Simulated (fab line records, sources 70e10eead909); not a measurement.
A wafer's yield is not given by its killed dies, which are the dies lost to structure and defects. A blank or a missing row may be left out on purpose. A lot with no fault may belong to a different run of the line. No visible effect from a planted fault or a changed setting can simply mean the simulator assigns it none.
What tool caused it? | flow nand harc | Sampling: 24 lots, 72 wafers, 6 of 1302 route steps

== WHAT THE GAUGES SHOWED, per wafer ==
NHARC_A_SOURCE_PLATE_INSPECT_08. Usual: 55 for raw defect count, sd 21.
lot  | measured     | on                | raw defect count | flag
L074 | day 7 11:49  | defect inspect-02 | 68 55 36         |
L075 | day 8 03:19  | defect inspect-01 | 51 48 48         |
L076 | day 8 07:11  | defect inspect-01 | 29 28 50         |
L077 | day 8 21:00  | defect inspect-02 | 32 45 44         |
L078 | day 9 07:25  | defect inspect-01 | 77 55 75         |
L079 | day 10 00:37 | defect inspect-01 | 76 38 52         |
L080 | day 10 06:31 | defect inspect-02 | 39 38 70         |
L081 | day 10 23:14 | defect inspect-02 | 72 115 68        |
L082 | day 10 23:14 | defect inspect-01 | 69 53 85         |
L083 | day 11 04:46 | defect inspect-02 | 32 37 28         |
L084 | day 12 02:04 | defect inspect-01 | 59 70 87         |
L085 | day 12 08:22 | defect inspect-01 | 43 35 32         |
L086 | day 12 13:18 | defect inspect-02 | 75 98 85         |
L089 | day 13 16:32 | defect inspect-01 | 31 63 66         |
L087 | day 13 16:32 | defect inspect-02 | 43 39 65         |
L088 | day 13 20:16 | defect inspect-02 | 56 34 56         |
L091 | day 14 15:55 | defect inspect-01 | 29 48 55         |
L090 | day 14 15:55 | defect inspect-02 | 42 41 22         |
L092 | day 15 08:42 | defect inspect-01 | 98 114 68        |
L093 | day 15 13:44 | defect inspect-01 | 53 36 41         |
L094 | day 16 00:41 | defect inspect-01 | 70 47 51         |
L095 | day 16 08:32 | defect inspect-01 | 80 53 55         |
L096 | day 16 22:01 | defect inspect-02 | 31 68 70         |
L097 | day 17 09:33 | defect inspect-02 | 43 54 27         |

NHARC_A_DECK1_JOINT_THK_MEAS_14: measures by ellipsometry. Usual: 51.4 nm for thk nm, sd 1.5.
lot  | measured     | on            | thk nm (nm)    | flag
L074 | day 11 02:32 | film metro-02 | 50.8 53.3 51.0 |
L075 | day 11 20:31 | film metro-01 | 52.8 52.3 49.9 |
L076 | day 11 20:31 | film metro-02 | 50.2 49.8 49.9 |
L077 | day 12 07:38 | film metro-02 | 48.7 52.4 50.3 |
L078 | day 12 20:48 | film metro-01 | 50.0 49.8 52.2 |
L079 | day 13 13:32 | film metro-01 | 53.0 52.7 52.3 |
L080 | day 13 21:49 | film metro-02 | 54.3 54.9 53.1 |
L081 | day 14 16:16 | film metro-02 | 51.8 48.9 47.4 |
L082 | day 14 16:16 | film metro-01 | 53.9 50.6 54.5 |
L083 | day 14 21:05 | film metro-02 | 50.3 50.2 49.8 |
L084 | day 15 20:22 | film metro-02 | 52.4 50.2 52.2 |
L085 | day 15 20:21 | film metro-01 | 49.1 50.0 51.7 |
L086 | day 16 04:18 | film metro-02 | 49.5 51.4 53.0 |
L089 | day 17 12:47 | film metro-01 | 50.4 51.8 49.4 |
L087 | day 17 07:25 | film metro-02 | 50.5 49.8 52.7 |
L088 | day 17 07:25 | film metro-01 | 52.5 51.2 52.1 |
L091 | day 18 04:25 | film metro-02 | 51.9 51.7 53.6 |
L090 | day 18 04:25 | film metro-01 | 51.4 48.5 51.4 |
L092 | day 18 19:56 | film metro-02 | 54.0 54.4 53.5 |
L093 | day 19 03:42 | film metro-01 | 50.5 51.0 49.6 |
L094 | day 19 15:18 | film metro-01 | 52.0 53.0 50.9 |
L095 | day 20 01:22 | film metro-02 | 51.4 52.0 51.9 |
L096 | day 20 09:47 | film metro-01 | 51.2 47.7 51.0 |
L097 | day 21 01:04 | film metro-02 | 52.8 51.6 52.7 |

== TOOL THAT RAN EACH LOT (tool first, then ch and the chambers of the sampled wafers, then the start) ==
lot  | NHARC_A_CHANNEL_HOLE_D1_DESCUM_15  | NHARC_A_CHANNEL_HOLE_D1_ETCH_24  | NHARC_A_CHANNEL_FILL_D1_ALD_02   | NHARC_A_CHANNEL_FILL_D1_ALD_14
L074 | rie diel-06 ch 0,1,3, day 8 06:54  | har etch-02 ch 0,1, day 8 10:19  | ald hk-03 ch 0,2,3, day 8 15:19  | ald hk-04 ch 0,1, day 8 22:11
L075 | rie diel-02 ch 1,2,3, day 8 21:26  | har etch-01 ch 0,1, day 9 03:02  | ald hk-02 ch 0,1,2, day 9 06:57  | ald hk-04 ch 0,1,3, day 9 13:54
L076 | rie diel-06 ch 2,3, day 8 21:43    | har etch-02 ch 0,1, day 9 04:09  | ald hk-04 ch 0,1,3, day 9 08:04  | ald hk-03 ch 1,2,3, day 9 13:53
L077 | rie diel-05 ch 1,3, day 9 13:17    | har etch-01 ch 0,1, day 9 16:44  | ald hk-02 ch 0,2,3, day 9 21:13  | ald hk-04 ch 0,1,3, day 10 04:04
L078 | rie diel-02 ch 1,2,3, day 9 23:52  | har etch-01 ch 0,1, day 10 03:15 | ald hk-02 ch 0,2,3, day 10 07:53 | ald hk-02 ch 0,2,3, day 10 14:53
L079 | rie diel-02 ch 1,2,3, day 10 17:38 | har etch-01 ch 0,1, day 10 21:02 | ald hk-04 ch 0,1,3, day 11 00:42 | ald hk-03 ch 0,1,3, day 11 07:41
L080 | rie diel-02 ch 1,2, day 11 01:52   | har etch-01 ch 0,1, day 11 06:37 | ald hk-03 ch 1,3, day 11 10:16   | ald hk-02 ch 0,3, day 11 17:45
L081 | rie diel-02 ch 0,2, day 11 21:44   | har etch-01 ch 0,1, day 12 01:09 | ald hk-04 ch 0,1,3, day 12 04:50 | ald hk-03 ch 1,2,3, day 12 12:35
L082 | rie diel-02 ch 0,1, day 11 23:01   | har etch-02 ch 0,1, day 12 02:29 | ald hk-03 ch 2,3, day 12 06:17   | ald hk-02 ch 0,1,2, day 12 12:39
L083 | rie diel-02 ch 0,1,3, day 12 01:52 | har etch-01 ch 0,1, day 12 05:11 | ald hk-03 ch 0,2,3, day 12 08:56 | ald hk-03 ch 0,2,3, day 12 15:54
L084 | rie diel-02 ch 0,1,3, day 12 22:40 | har etch-02 ch 0,1, day 13 03:13 | ald hk-03 ch 1,2,3, day 13 06:53 | ald hk-04 ch 2,3, day 13 13:49
L085 | rie diel-05 ch 0,1,2, day 12 22:57 | har etch-01 ch 0,1, day 13 06:25 | ald hk-04 ch 2,3, day 13 10:12   | ald hk-02 ch 0,1,2, day 13 17:12
L086 | rie diel-02 ch 0,1, day 13 06:05   | har etch-02 ch 0, day 13 11:49   | ald hk-02 ch 1,2,3, day 13 17:34 | ald hk-03 ch 0,3, day 14 00:28
L089 | rie diel-02 ch 0,3, day 14 12:59   | har etch-02 ch 0,1, day 14 16:34 | ald hk-02 ch 0,2, day 14 20:18   | ald hk-02 ch 0,3, day 15 03:14
L087 | rie diel-02 ch 0,3, day 14 13:19   | har etch-01 ch 0,1, day 14 17:07 | ald hk-02 ch 1,2, day 14 20:52   | ald hk-04 ch 0,1,2, day 15 03:19
L088 | rie diel-02 ch 1,2,3, day 14 14:56 | har etch-02 ch 0, day 14 20:45   | ald hk-02 ch 0,1,2, day 15 00:27 | ald hk-02 ch 0,1,3, day 15 07:29
L091 | rie diel-06 ch 0,2, day 15 10:49   | har etch-02 ch 0,1, day 15 14:16 | ald hk-04 ch 0,2,3, day 15 18:26 | ald hk-03 ch 0,1, day 16 01:29
L090 | rie diel-05 ch 0,1, day 15 11:15   | har etch-01 ch 1, day 15 16:11   | ald hk-04 ch 0,1,3, day 15 19:59 | ald hk-02 ch 0,2,3, day 16 01:29
L092 | rie diel-02 ch 0,1, day 16 01:02   | har etch-02 ch 0,1, day 16 04:22 | ald hk-04 ch 0,2,3, day 16 08:40 | ald hk-04 ch 0,1,3, day 16 15:40
L093 | rie diel-02 ch 0,2,3, day 16 06:00 | har etch-02 ch 0,1, day 16 09:19 | ald hk-04 ch 0,2,3, day 16 13:07 | ald hk-04 ch 0,1,2, day 16 20:08
L094 | rie diel-02 ch 0,1,2, day 16 19:58 | har etch-01 ch 0,1, day 17 00:44 | ald hk-04 ch 1,3, day 17 04:35   | ald hk-04 ch 0,2,3, day 17 11:35
L095 | rie diel-02 ch 0,3, day 17 07:31   | har etch-01 ch 0,1, day 17 10:48 | ald hk-04 ch 1,2, day 17 14:40   | ald hk-02 ch 0,1, day 17 21:43
L096 | rie diel-05 ch 0,2,3, day 17 15:34 | har etch-02 ch 0,1, day 17 19:00 | ald hk-02 ch 1,2,3, day 17 22:43 | ald hk-04 ch 0,1, day 18 05:40
L097 | rie diel-02 ch 0,3, day 18 07:36   | har etch-02 ch 0,1, day 18 11:10 | ald hk-04 ch 0,1,2, day 18 14:55 | ald hk-03 ch 2,3, day 18 21:40
- NHARC_A_CHANNEL_HOLE_D1_DESCUM_15: chemistry O2, time 3 s.
- NHARC_A_CHANNEL_HOLE_D1_ETCH_24: etches the open film in C4F8/O2/Ar, time 906.2 s, target depth 1500 nm.
- NHARC_A_CHANNEL_FILL_D1_ALD_02: deposits SiO2, target thk 6 nm, pulse time 10 s, ald cycles 60.
- NHARC_A_CHANNEL_FILL_D1_ALD_14: deposits SiO2, target thk 2.5 nm, pulse time 10 s, ald cycles 25.

== WHAT THE TOOLS THEMSELVES READ (means of the sampled wafers that have a number; where no wafer has one, the mark that the record gives instead) ==
NHARC_A_CHANNEL_HOLE_D1_DESCUM_15. Usual: drypump motor current A 5.5 A, standard deviation 0.45; oes product au 0.999 a.u., standard deviation 0.0098; rf vpp V 57.8 V, standard deviation 0.83; showerhead plenum p Torr 1.91 Torr, standard deviation 0.059; throttle valve pct 11.312 %, standard deviation 0.009.
lot  | tool        | drypump motor current A (A) | oes product au (a.u.) | rf vpp V (V) | showerhead plenum p Torr (Torr) | throttle valve pct (%) | flag
L074 | rie diel-06 | 5.9                         | 0.993                 | 57.9         | 1.93                            | 11.311                 |
L075 | rie diel-02 | 5.4                         | 0.993                 | 57.9         | 1.95                            | 11.313                 |
L076 | rie diel-06 | 5.5                         | 1.010                 | 56.9         | 1.87                            | 11.314                 |
L077 | rie diel-05 | 4.8                         | 1.000                 | 57.8         | 1.83                            | 11.311                 |
L078 | rie diel-02 | 5.4                         | 0.999                 | 57.7         | 1.95                            | 11.318                 |
L079 | rie diel-02 | 5.4                         | 0.996                 | 58.1         | 1.95                            | 11.313                 |
L080 | rie diel-02 | 5.8                         | 1.012                 | 58.0         | 1.96                            | 11.308                 |
L081 | rie diel-02 | 5.9                         | 0.996                 | 57.1         | 1.92                            | 11.318                 |
L082 | rie diel-02 | 5.6                         | 1.007                 | 58.1         | 1.95                            | 11.319                 |
L083 | rie diel-02 | 5.4                         | 1.002                 | 58.7         | 1.92                            | 11.313                 |
L084 | rie diel-02 | 5.4                         | 1.005                 | 57.9         | 1.92                            | 11.301                 |
L085 | rie diel-05 | 5.4                         | 1.006                 | 58.5         | 1.86                            | 11.313                 |
L086 | rie diel-02 | 5.7                         | 0.995                 | 56.9         | 1.90                            | 11.313                 |
L089 | rie diel-02 | 5.5                         | 0.993                 | 57.8         | 1.87                            | 11.315                 |
L087 | rie diel-02 | 5.5                         | 0.987                 | 56.8         | 1.87                            | 11.305                 |
L088 | rie diel-02 | 5.4                         | 0.998                 | 58.0         | 1.95                            | 11.305                 |
L091 | rie diel-06 | 5.2                         | 1.014                 | 58.4         | 1.93                            | 11.310                 |
L090 | rie diel-05 | 5.1                         | 1.010                 | 57.7         | 1.87                            | 11.300                 |
L092 | rie diel-02 | 5.7                         | 0.996                 | 58.0         | 1.90                            | 11.311                 |
L093 | rie diel-02 | 5.5                         | 0.994                 | 57.6         | 1.90                            | 11.315                 |
L094 | rie diel-02 | 5.7                         | 0.993                 | 58.1         | 1.93                            | 11.305                 |
L095 | rie diel-02 | 5.2                         | 1.000                 | 57.9         | 1.88                            | 11.298                 |
L096 | rie diel-05 | 5.5                         | 0.991                 | 57.4         | 1.83                            | 11.313                 |
L097 | rie diel-02 | 5.5                         | 1.010                 | 57.3         | 1.87                            | 11.315                 |

NHARC_A_CHANNEL_HOLE_D1_ETCH_24. Usual: drypump motor current A 5.85 A, standard deviation 0.19; showerhead plenum p Torr 3.69 Torr, standard deviation 0.12; throttle valve pct 32.236 %, standard deviation 0.009.
lot  | tool        | drypump motor current A (A) | showerhead plenum p Torr (Torr) | throttle valve pct (%) | flag
L074 | har etch-02 | 5.88                        | 3.51                            | 32.239                 |
L075 | har etch-01 | 5.95                        | 3.73                            | 32.228                 |
L076 | har etch-02 | 5.88                        | 3.51                            | 32.227                 |
L077 | har etch-01 | 5.92                        | 3.72                            | 32.226                 |
L078 | har etch-01 | 5.80                        | 3.72                            | 32.234                 |
L079 | har etch-01 | 5.93                        | 3.72                            | 32.242                 |
L080 | har etch-01 | 5.82                        | 3.71                            | 32.240                 |
L081 | har etch-01 | 5.95                        | 3.70                            | 32.241                 |
L082 | har etch-02 | 5.88                        | 3.49                            | 32.235                 |
L083 | har etch-01 | 5.81                        | 3.70                            | 32.237                 |
L084 | har etch-02 | 5.76                        | 3.56                            | 32.239                 |
L085 | har etch-01 | 5.84                        | 3.70                            | 32.245                 |
L086 | har etch-02 | 5.66                        | 3.65                            | 32.242                 |
L089 | har etch-02 | 5.75                        | 3.73                            | 32.233                 |
L087 | har etch-01 | 5.79                        | 3.69                            | 32.241                 |
L088 | har etch-02 | 5.63                        | 3.64                            | 32.240                 |
L091 | har etch-02 | 5.90                        | 3.82                            | 32.230                 |
L090 | har etch-01 | 5.71                        | 3.68                            | 32.241                 |
L092 | har etch-02 | 5.78                        | 3.72                            | 32.233                 |
L093 | har etch-02 | 5.76                        | 3.72                            | 32.233                 |
L094 | har etch-01 | 5.95                        | 3.67                            | 32.223                 |
L095 | har etch-01 | 5.92                        | 3.66                            | 32.237                 |
L096 | har etch-02 | 5.88                        | 3.81                            | 32.236                 |
L097 | har etch-02 | 5.78                        | 3.71                            | 32.236                 |

NHARC_A_CHANNEL_FILL_D1_ALD_02. Usual: heater power w 457 W, standard deviation 52; precursor pulse height rel 1.000, standard deviation 0.02.
lot  | tool      | heater power w (W) | precursor pulse height rel | flag
L074 | ald hk-03 | 492                | 1.011                      |
L075 | ald hk-02 | 482                | 1.024                      |
L076 | ald hk-04 | 443                | 0.994                      |
L077 | ald hk-02 | 477                | 0.994                      |
L078 | ald hk-02 | 473                | 0.985                      |
L079 | ald hk-04 | 446                | 1.011                      |
L080 | ald hk-03 | 491                | 1.011                      |
L081 | ald hk-04 | 443                | 1.002                      |
L082 | ald hk-03 | 496                | 1.002                      |
L083 | ald hk-03 | 475                | 0.989                      |
L084 | ald hk-03 | 498                | 0.989                      |
L085 | ald hk-04 | 416                | 0.991                      |
L086 | ald hk-02 | 435                | 0.995                      |
L089 | ald hk-02 | 516                | 0.998                      |
L087 | ald hk-02 | 448                | 1.012                      |
L088 | ald hk-02 | 486                | 1.004                      |
L091 | ald hk-04 | 420                | 0.989                      |
L090 | ald hk-04 | 443                | 1.009                      |
L092 | ald hk-04 | 427                | 0.996                      |
L093 | ald hk-04 | 426                | 1.000                      |
L094 | ald hk-04 | 432                | 0.998                      |
L095 | ald hk-04 | 435                | 1.008                      |
L096 | ald hk-02 | 444                | 1.008                      |
L097 | ald hk-04 | 449                | 1.003                      |

NHARC_A_CHANNEL_FILL_D1_ALD_14. Usual: heater power w 468 W, standard deviation 54; precursor pulse height rel 0.996, standard deviation 0.02.
lot  | tool      | heater power w (W) | precursor pulse height rel | flag
L074 | ald hk-04 | 441                | 0.978                      |
L075 | ald hk-04 | 440                | 0.997                      |
L076 | ald hk-03 | 504                | 0.982                      |
L077 | ald hk-04 | 445                | 0.989                      |
L078 | ald hk-02 | 478                | 0.997                      |
L079 | ald hk-03 | 468                | 1.004                      |
L080 | ald hk-02 | 538                | 0.987                      |
L081 | ald hk-03 | 502                | 0.994                      |
L082 | ald hk-02 | 491                | 0.999                      |
L083 | ald hk-03 | 468                | 0.985                      |
L084 | ald hk-04 | 423                | 0.995                      |
L085 | ald hk-02 | 476                | 0.993                      |
L086 | ald hk-03 | 465                | 0.996                      |
L089 | ald hk-02 | 503                | 0.991                      |
L087 | ald hk-04 | 442                | 0.990                      |
L088 | ald hk-02 | 510                | 0.969                      |
L091 | ald hk-03 | 478                | 0.985                      |
L090 | ald hk-02 | 466                | 0.980                      |
L092 | ald hk-04 | 453                | 0.993                      |
L093 | ald hk-04 | 453                | 1.011                      |
L094 | ald hk-04 | 431                | 1.005                      |
L095 | ald hk-02 | 533                | 0.997                      |
L096 | ald hk-04 | 459                | 1.018                      |
L097 | ald hk-03 | 511                | 0.980                      |

== THE ANSWER, worked out from the rows above alone ==
Rule: lot off if the mean of its wafers having a number is beyond 3 standard deviations from the usual mean. A lot without any number at a reading at which 4 lots or more have one is off too. The other lots that the step has rows for count as sound. First the gauges in route order, then the tools' own readings, where a lot's mean is used as printed above. The first step at which some lot is off is used, and at that step the reading that is off furthest; a lot without a number counts as furthest.
Across all readings shown, no lot is off: no conclusion can be drawn from this.

== WHAT THE SIMULATOR HAD PUT IN ==
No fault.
